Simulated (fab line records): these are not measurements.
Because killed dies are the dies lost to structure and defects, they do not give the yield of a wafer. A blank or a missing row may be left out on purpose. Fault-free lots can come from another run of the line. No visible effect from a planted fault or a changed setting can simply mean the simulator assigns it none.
Chamber matching / flow n5Finfet / N5_MOL_CONTACT_COAG_ALD_123 on aldSin-04: 4 sister chambers
The step deposits SiNx, target thk 5 nm, pulse time 1 s, purge time 2 s. 4 wafers are shown with their chamber, then 8 later ones without.

## EACH WAFER AND ITS CHAMBER
wafer=L084.2; chamber=1; heaterPowerW (W)=792
wafer=L085.4; chamber=2; heaterPowerW (W)=922
wafer=L085.5; chamber=3; heaterPowerW (W)=967
wafer=L086.1; chamber=0; heaterPowerW (W)=1048

## WAFERS WITHOUT THEIR CHAMBER
wafer=L086.2; heaterPowerW (W)=798
wafer=L086.6; heaterPowerW (W)=924
wafer=L092.2; heaterPowerW (W)=1029
wafer=L092.4; heaterPowerW (W)=854
wafer=L092.6; heaterPowerW (W)=843
wafer=L093.2; heaterPowerW (W)=1020
wafer=L093.3; heaterPowerW (W)=913
wafer=L093.5; heaterPowerW (W)=946

## CHAMBER TAKEN BY EACH
wafer=L086.2; from the rows above=1; in truth=1
wafer=L086.6; from the rows above=can't be placed: 2 or 3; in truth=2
wafer=L092.2; from the rows above=can't be placed: 0 or 3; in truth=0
wafer=L092.4; from the rows above=can't be placed: 1 or 2 or 3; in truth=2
wafer=L092.6; from the rows above=can't be placed: 1 or 2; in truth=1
wafer=L093.2; from the rows above=can't be placed: 0 or 3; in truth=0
wafer=L093.3; from the rows above=can't be placed: 2 or 3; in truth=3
wafer=L093.5; from the rows above=can't be placed: 3 or 2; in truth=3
Placed correctly: 1 of 8. Cannot be placed on the basis of these rows: 7; the candidates contain the true chamber in 7. Wrongly placed: 0.
How it was worked out, from the rows above alone: a wafer's distance from a chamber is the root of the sum, over the readings, of the square of ((its reading less the chamber's mean) divided by the reading's scatter). The wafer belongs to the nearest chamber; if the next one is less than 2 further off, it can't be placed. The mean given for a chamber averages the wafers shown for that chamber. The scatter: with one shown wafer a chamber, the root of the mean of the squares of how far each hidden wafer lies from its nearest shown one.
